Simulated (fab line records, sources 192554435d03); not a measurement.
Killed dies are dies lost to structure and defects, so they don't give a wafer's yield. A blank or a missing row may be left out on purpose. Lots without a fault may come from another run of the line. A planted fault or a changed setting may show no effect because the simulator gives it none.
fab line records | flow n5_finfet
record lots=9 wafers=27 last_day=21
route steps=1938 shown HKMG_FIN@399 BEOL_M4@1111
lots that met no fault: from a run of the same line without faults
start_h: hours from the record's first day to the start of the lot's first wafer shown | wait_h: hours since the lot's step before | " the same as in the row above | L1.1+2: a row that stands for several wafers | - no value, or no start given | * or withheld: withheld | < > ~ a bound
route shown NAME@n: a module of which the file shows steps, and the number in the route of the first | usual: mean/standard deviation of fault-free wafers | same: alike in all rows | chamber/n: place in a boat | sites: the reading at each site | _std_site: their standard deviation | _edge_site: outer sites' mean less inner sites' | radius_mm: how far each site lies from the wafer's centre | mask NAME#n: copy n | behind: the tool/chamber that last shaped the wafer | hold: why the lot was held/for how many hours/how that ended | device: the transistor (n, p or np) that didn't switch | end of line: the same wafers' tests at the end of the route | a step without rows: its recipe alone | killed: dies lost to structure and defects at the first sort, not the wafer's yield | map: a wafer's dies, x killed, . not, _ none there
set.NAME: the setting as run; set.NAME@STEP: as run at that earlier step | model.NAME: the simulator's own value behind a step, which no gauge read
steps of the route over a sample of lots; a table a step, a row a wafer
services: from which hour (start_h, from the record's first day; less than 0 if before it) a tool's chamber was out of use, for how many hours, and why
## steps
# step N5_HKMG_FIN_OVL_MEAS_50
# recipe points_per_wafer=44
# usual NDIPOLE_OVL=0.2/0.69
# columns lot.wafer tool chamber start_h wait_h NDIPOLE_OVL[nm]
L245.1 overlay-02 0 69.85 0.0 -0.1
L245.4 " 0 " " -0.4
L245.6 " 0 " " -0.7
L247.2 overlay-01 0 82.76 0.0 -0.5
L247.4 " 0 " " -0.9
L247.6 " 0 " " -0.5
L252.3 overlay-01 0 113.57 0.0 -0.9
L252.5 " 0 " " -0.5
L252.6 " 0 " " -0.8
L253.3 overlay-01 0 117.01 0.0 1.2
L253.4 " 0 " " 0.5
L253.6 " 0 " " -0.8
L254.2 overlay-02 0 122.94 0.0 -1.1
L254.3 " 0 " " -0.2
L254.6 " 0 " " 0.6
L255.1 overlay-02 0 133.13 0.0 0.5
L255.4 " 0 " " 0.3
L255.5 " 0 " " 0.0
L266.1 overlay-02 0 199.64 0.0 0.9
L266.2 " 0 " " -0.2
L266.6 " 0 " " -0.8
L267.1 overlay-02 0 203.30 0.0 0.3
L267.2 " 0 " " -1.3
L267.5 " 0 " " 0.3
L268.4 overlay-01 0 210.99 0.0 0.6
L268.5 " 0 " " 0.4
L268.6 " 0 " " 0.2
# step N5_HKMG_FIN_PEB_10
# recipe peb_temp_c=withheld peb_time_s=60 resist=CAR-ArF
# columns lot.wafer tool chamber start_h wait_h
L245.1+4+6 litho_track-02 0 73.12 0.1
L247.2+4+6 litho_track-01 0 86.09 0.0
L252.3+5+6 litho_track-01 0 116.92 0.0
L253.3+4+6 litho_track-01 0 120.43 0.0
L254.2+3+6 litho_track-03 0 126.21 0.0
L255.1+4+5 litho_track-03 0 136.48 0.1
L266.1+2+6 litho_track-03 0 202.98 0.1
L267.1+2+5 litho_track-02 0 206.64 0.1
L268.4+5+6 litho_track-02 0 214.15 0.0
# step N5_HKMG_FIN_CD_MEAS_12
# recipe target_cd_nm=92.8 landing_energy_ev=500 detector=se_inlens
# usual cd_nm=92.9/0.71
# columns lot.wafer tool chamber start_h wait_h cd_nm
L245.1 cd_sem-03 0 73.19 - 93.0
L245.4 " 0 " " 93.4
L245.6 " 0 " " 93.2
L247.2 cd_sem-02 0 86.16 - 93.5
L247.4 " 0 " " 93.2
L247.6 " 0 " " 92.9
L252.3 cd_sem-01 0 116.98 - 92.9
L252.5 " 0 " " 93.2
L252.6 " 0 " " 91.6
L253.3 cd_sem-02 0 120.49 - 91.9
L253.4 " 0 " " 91.2
L253.6 " 0 " " 92.6
L254.2 cd_sem-03 0 126.28 - 93.1
L254.3 " 0 " " 93.0
L254.6 " 0 " " 93.0
L255.1 cd_sem-03 0 136.54 - 93.9
L255.4 " 0 " " 93.7
L255.5 " 0 " " 93.4
L266.1 cd_sem-03 0 203.05 - 95.2
L266.2 " 0 " " 93.8
L266.6 " 0 " " 94.7
L267.1 cd_sem-03 0 206.71 - 93.6
L267.2 " 0 " " 92.5
L267.5 " 0 " " 92.8
L268.4 cd_sem-03 0 214.21 - 92.9
L268.5 " 0 " " 93.7
L268.6 " 0 " " 93.0
# step N5_HKMG_FIN_DESCUM_17
# recipe chemistry=O2 time_s=7.9 source_power_w=50 bias_power_w=20 pressure_mtorr=20 rf_frequency_hz=2.712e+07 temp_c=40 resist=CAR-ArF o2_flow_sccm=225
# usual drypump_motor_current_A=5.67/0.2 o2_flow_sccm=225.0/0.59 oes_product_au=0.78/0.078 rf_vpp_V=243.3/1.3 showerhead_plenum_p_Torr=2.09/0.064 throttle_valve_pct=20.49/0.23
# columns lot.wafer tool chamber start_h wait_h drypump_motor_current_A o2_flow_sccm oes_product_au rf_hours_counter_h rf_vpp_V showerhead_plenum_p_Torr throttle_valve_pct
L245.1 rie_diel-01 2 73.27 0.0 5.66 225.0 0.78 126 242.7 2.10 20.73
L245.4 " 3 " " 5.86 225.5 0.69 214 241.7 2.05 20.20
L245.6 " 0 " " 5.75 224.8 0.87 - 242.0 2.03 20.21
L247.2 rie_diel-03 2 86.25 0.0 5.97 224.9 0.77 140 245.0 2.17 20.36
L247.4 " 0 " " 5.52 225.8 0.73 - 243.5 2.10 20.52
L247.6 " 2 " " 5.98 223.7 0.76 - 242.1 2.17 20.36
L252.3 rie_diel-03 3 117.23 0.2 5.66 225.0 0.82 106 241.9 1.98 20.05
L252.5 " 0 " " 5.52 225.1 0.72 - 243.3 2.09 20.55
L252.6 " 1 " " 5.76 224.6 0.80 - 241.7 2.03 20.66
L253.3 rie_diel-01 0 120.58 0.0 5.72 225.0 0.87 66 241.3 2.02 20.25
L253.4 " 1 " " 5.55 224.8 0.88 43 245.9 2.19 20.25
L253.6 " 2 " " 5.63 225.4 0.77 - 244.2 2.09 20.75
L254.2 rie_diel-01 3 126.37 0.0 5.87 225.1 0.68 226 243.1 2.04 20.22
L254.3 " 1 " " 5.55 224.9 0.87 45 244.7 2.19 20.28
L254.6 " 3 " " 5.90 225.5 0.68 - 242.9 2.04 20.21
L255.1 rie_diel-03 3 136.63 0.0 5.65 224.3 0.80 109 243.2 1.98 20.07
L255.4 " 0 " " 5.53 224.9 0.71 184 242.2 2.09 20.55
L255.5 " 0 " " 5.53 225.3 0.71 - 242.5 2.09 20.55
L266.1 rie_diel-03 2 203.14 0.0 5.92 225.1 0.73 177 245.9 2.16 20.41
L266.2 " 0 " " 5.52 225.3 0.69 209 242.4 2.08 20.60
L266.6 " 2 " " 5.98 224.1 0.74 - 244.1 2.16 20.43
L267.1 rie_diel-01 2 206.80 0.0 5.65 226.1 0.73 171 244.4 2.08 20.81
L267.2 " 0 " " 5.77 225.3 0.82 100 242.3 2.01 20.28
L267.5 " 0 " " 5.75 225.0 0.82 - 242.0 2.01 20.29
L268.4 rie_diel-01 3 214.36 0.1 5.89 225.1 1.00 0 243.3 2.04 19.83
L268.5 " 1 " " 5.55 226.0 0.83 - 245.2 2.17 20.32
L268.6 " 0 " " 5.71 224.7 0.83 - 241.8 2.01 20.31
# step N5_HKMG_FIN_ETCH_35
# recipe chemistry=N2/H2 target=SOC target_depth_a=2158 ion_energy_ev=65 bias_w=5 source_w=3000 time_s=243.4 pressure_mtorr=30 n2_flow_sccm=200 h2_flow_sccm=200
# usual drypump_motor_current_A=5.68/0.2 oes_product_au=0.78/0.079 rf_vpp_V=141.6/1.1 showerhead_plenum_p_Torr=2.55/0.083 throttle_valve_pct=17.92/0.22
# columns lot.wafer tool chamber start_h wait_h drypump_motor_current_A oes_product_au rf_hours_counter_h rf_vpp_V showerhead_plenum_p_Torr throttle_valve_pct
L245.1 rie_diel-01 2 73.58 0.0 5.64 0.76 126 140.9 2.56 18.28
L245.4 " 3 " " 5.85 0.69 214 141.7 2.52 17.84
L245.6 " 0 " " 5.72 0.87 - 141.6 2.48 17.74
L247.2 rie_diel-03 2 86.55 0.0 5.95 0.75 141 142.1 2.65 17.82
L247.4 " 0 " " 5.54 0.74 - 143.0 2.51 17.72
L247.6 " 2 " " 5.96 0.75 - 143.0 2.65 17.81
L252.3 rie_diel-03 3 117.53 0.0 5.65 0.80 106 140.6 2.43 17.54
L252.5 " 0 " " 5.52 0.73 - 140.8 2.50 17.73
L252.6 " 1 " " 5.78 0.82 - 142.0 2.45 17.91
L253.3 rie_diel-01 0 120.88 0.0 5.76 0.85 67 139.3 2.48 17.73
L253.4 " 1 " " 5.54 0.88 43 143.2 2.69 17.87
L253.6 " 2 " " 5.64 0.75 - 142.2 2.56 18.33
L254.2 rie_diel-01 3 126.67 0.0 5.87 0.68 226 142.1 2.51 17.87
L254.3 " 1 " " 5.57 0.86 45 143.5 2.69 17.86
L254.6 " 3 " " 5.87 0.67 - 140.5 2.51 17.88
L255.1 rie_diel-03 3 136.93 0.0 5.67 0.80 110 141.4 2.43 17.55
L255.4 " 0 " " 5.53 0.72 184 141.9 2.50 17.74
L255.5 " 0 " " 5.53 0.73 - 140.8 2.50 17.73
L266.1 rie_diel-03 2 203.44 0.0 6.01 0.73 177 142.5 2.63 17.87
L266.2 " 0 " " 5.55 0.71 209 140.3 2.49 17.78
L266.6 " 2 " " 6.00 0.73 - 140.8 2.63 17.86
L267.1 rie_diel-01 2 207.10 0.0 5.65 0.72 171 140.5 2.54 18.38
L267.2 " 0 " " 5.75 0.82 100 142.1 2.46 17.80
L267.5 " 0 " " 5.76 0.82 - 140.5 2.46 17.80
L268.4 rie_diel-01 3 214.66 0.0 5.85 0.98 0 140.5 2.50 17.47
L268.5 " 1 " " 5.58 0.83 - 143.6 2.67 17.92
L268.6 " 0 " " 5.72 0.82 - 141.9 2.46 17.81
# step N5_BEOL_M4_RC_MEAS_101
# usual DIBL_N=36.1/2.3 DIBL_P=36/3.2 IOFF_N=0.16/0.045 IOFF_P=0.21/0.049 ION_N=674/14 ION_P=462/8.4 SS_N=71.6/0.83 SS_P=73.2/0.87 VT_N=249/3.8 VT_P=-250/3.4
# columns lot.wafer tool chamber start_h wait_h DIBL_N[mV/V] DIBL_P[mV/V] IOFF_N[nA/um] IOFF_P[nA/um] ION_N[uA/um] ION_P[uA/um] SS_N[mV/dec] SS_P[mV/dec] VT_N[mV] VT_P[mV]
L245.1 prober-02 0 236.98 0.3 35.1 34 0.13 0.21 659 461 70.7 72.9 250 -249
L245.4 " 0 " " 39.1 39 0.20 0.28 675 466 72.3 73.6 248 -246
L245.6 " 0 " " 37.9 37 0.18 0.25 673 465 71.7 73.7 248 -245
L247.2 prober-01 0 266.49 0.2 36.3 33 0.14 0.18 650 449 71.9 72.9 254 -250
L247.4 " 0 " " 33.2 30 0.10 0.15 672 459 71.6 72.3 255 -253
L247.6 " 0 " " 36.7 35 0.14 0.21 682 470 72.0 73.0 253 -250
L253.3 prober-02 0 286.86 0.3 34.9 34 0.12 0.15 652 444 70.7 71.9 253 -255
L253.4 " 0 " " 36.0 36 0.14 0.19 668 456 71.9 73.5 251 -255
L253.6 " 0 " " 34.8 33 0.12 0.15 645 439 70.9 72.9 254 -257
L255.1 prober-01 0 303.85 0.0 33.8 34 0.16 0.22 667 462 71.5 73.0 248 -248
L255.4 " 0 " " 34.2 34 0.14 0.21 662 460 71.5 72.4 250 -249
L255.5 " 0 " " 34.2 34 0.15 0.21 684 474 71.1 73.1 248 -249
L252.3 prober-02 0 311.05 0.3 37.8 38 0.18 0.23 684 470 72.6 73.9 251 -250
L252.5 " 0 " " 42.2 44 0.31 0.34 692 471 73.7 76.2 243 -247
L252.6 " 0 " " 36.9 37 0.17 0.22 694 468 71.5 73.5 246 -250
L254.2 prober-01 0 313.61 0.2 31.5 30 0.09 0.14 645 446 70.8 72.5 257 -254
L254.3 " 0 " " 30.9 30 0.09 0.14 657 456 69.4 71.8 254 -252
L254.6 " 0 " " 30.0 29 0.09 0.13 653 455 69.6 71.3 256 -255
L267.1 prober-02 0 364.44 0.0 39.9 39 0.22 0.24 707 474 72.3 74.2 244 -250
L267.2 " 0 " " 36.0 34 0.14 0.17 661 450 70.8 73.0 250 -252
L267.5 " 0 " " 35.4 33 0.13 0.17 670 460 70.4 72.0 251 -248
L266.1 prober-02 0 388.83 0.0 40.9 44 0.28 0.38 686 469 73.0 75.4 241 -241
L266.2 " 0 " " 40.3 43 0.30 0.36 695 472 72.4 74.8 239 -240
L266.6 " 0 " " 39.2 41 0.26 0.31 685 464 72.8 75.0 243 -243
L268.4 prober-01 0 394.25 0.5 37.5 39 0.20 0.25 683 463 72.7 73.3 246 -248
L268.5 " 0 " " 40.1 42 0.24 0.29 679 461 72.7 74.2 246 -248
L268.6 " 0 " " 37.4 38 0.19 0.24 681 466 72.0 73.7 247 -247
## services
# columns tool chamber start_h hours kind
rie_diel-01 0 54.23 13.5 repair
rie_diel-03 0 56.45 17.9 repair
rie_diel-03 3 73.73 36.7 repair
litho_track-02 - 87.87 - consumable_replace:filter
rie_diel-01 - 114.20 2.8 pm
rie_diel-03 2 115.16 18.1 repair
rie_diel-01 3 191.56 - clean
rie_diel-01 3 191.56 - consumable_replace:focus_ring
rie_diel-01 3 191.56 22.6 scheduled_down
rie_diel-01 3 191.56 22.6 vent_cycle
rie_diel-03 0 206.78 4.0 repair
## key
first_sign step=N5_HKMG_FIN_CD_MEAS_12 reading=cd_nm direction=up sigmas=2.9 usual=92.9 struck=95.0
effect none on later readings
met_at N5_HKMG_FIN_PEB_10
struck_lots L266
struck_wafers L266.1,L266.6
not_acting_at N5_HKMG_FIN_OVL_MEAS_50,N5_HKMG_FIN_DESCUM_17,N5_HKMG_FIN_ETCH_35
onset_between 136.48 202.98
fault kind=process_parameter_drift tool=litho_track-03 chamber=- onset_h=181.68 steps=N5_HKMG_FIN_PEB_10 channel=peb_time_s offset=* shape=step end_h=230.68 scope=struck_wafers_only acts_in=* stated=*
